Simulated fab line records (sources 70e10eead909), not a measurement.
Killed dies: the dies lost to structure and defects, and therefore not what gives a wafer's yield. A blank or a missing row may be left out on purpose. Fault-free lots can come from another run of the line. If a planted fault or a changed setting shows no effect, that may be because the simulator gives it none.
A lot that was struck, set against a sound lot || flow nand_harc || 14 steps out of a route of 1302
Sound: these wafers, L418.1, L418.2, L418.5. Struck: wafer L412.4; the same lot's L412.2 was not struck, so it is left out; see the end for the cause.
Per side, at each step with rows, come the tool, then ch with its chambers, and then its first start. Under that, the readings that differ: sound wafers || struck wafers || difference of the means || sigmas: that difference in standard deviations of wafers without a fault.
alike: same words and numbers on both sides, and readings whose means sit less than 2 such deviations apart. not compared: any withheld reading, any reading some wafer has no value for, any bound like >300 that may hide the same value, and any number with overlapping values for which the record gives no deviation.
Wherever a step has rows on one side only, a row that says differs or no value, or a row with sigmas, the two part there. When numbers do not overlap yet have no deviation, they are printed without sigmas and do not part them. A reading missing from all wafers of one side parts the sides only when that side holds two or more wafers.

first, 8 steps without rows for these wafers: NHARC_P_BONDPAD_HMDS_02 (time 30 s); NHARC_P_BONDPAD_COAT_36 (time 65 s); NHARC_P_BONDPAD_COAT_03 (resist thk 600 nm); NHARC_P_BONDPAD_SOFTBAKE_04 (time 70 s); NHARC_P_BONDPAD_EBR_05; NHARC_P_BONDPAD_EXPOSE_06 (exposes mask P BPAD); NHARC_P_BONDPAD_PEB_07 (peb time 80 s); NHARC_P_BONDPAD_DEVELOP_08 (time 50 s).
NHARC_P_BONDPAD_CD_MEAS_09: target cd 500 nm.
  sound on cd_sem-01 ch 0, day 13 18:53; struck on cd_sem-03 ch 0, day 11 05:56
  alike: cd_nm
NHARC_P_BONDPAD_OVL_MEAS_38:
  struck on overlay-01, day 11 06:01; sound on overlay-01, day 13 18:59
  alike: overlay_x_nm, overlay_y_nm
then, 1 step without rows for these wafers: NHARC_P_BONDPAD_HARDBAKE_10 (time 65 s).
NHARC_P_BONDPAD_DESCUM_11: chemistry O2, time 3 s.
  sound on rie_diel-02 ch 0,1,3, day 13 19:07; struck on rie_diel-07 ch 2, day 11 06:09
  alike: drypump_motor_current_A, o2_flow_sccm, oes_product_au, rf_vpp_V, showerhead_plenum_p_Torr, throttle_valve_pct
  not compared: rf_hours_counter_h
NHARC_P_BONDPAD_ETCH_37: etches the open film in N2/H2, target depth 60 nm, overetch 18 nm, time 65.91 s.
  sound on rie_diel-02 ch 1,2, day 13 19:12; struck on rie_diel-07 ch 3, day 11 06:14
{"reading": "run_length_s (s)", "sound": "86.2 87.2 86.4", "struck": 67.5, "difference": -19.1, "sigmas": -44}
  alike: drypump_motor_current_A, oes_product_au, rf_vpp_V, showerhead_plenum_p_Torr, throttle_valve_pct
  not compared: rf_hours_counter_h
NHARC_P_BONDPAD_ETCH_12: etches the open film in CHF3/O2, target depth 200 nm, time 100 s.
  sound on rie_diel-02 ch 1,2,3; struck on rie_diel-07 ch 1
{"reading": "rf_vpp_V (V)", "sound": "367.3 371.5 368.3", "struck": 374.0, "difference": "+5.0", "sigmas": "+2"}
{"reading": "showerhead_plenum_p_Torr (Torr)", "sound": "2.26 2.43 2.33", "struck": 2.57, "difference": "+0.23", "sigmas": "+2"}
  alike: drypump_motor_current_A, o2_flow_sccm, oes_product_au, run_length_s, throttle_valve_pct
  not compared: rf_hours_counter_h

## WHERE THEY PART
Last at NHARC_P_BONDPAD_ETCH_12 as far as this record goes, first at NHARC_P_BONDPAD_ETCH_37.

WHY: what had been put in by the simulator
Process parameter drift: rie_diel-07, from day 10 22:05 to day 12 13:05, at NHARC_P_BONDPAD_ETCH_37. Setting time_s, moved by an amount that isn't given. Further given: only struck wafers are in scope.
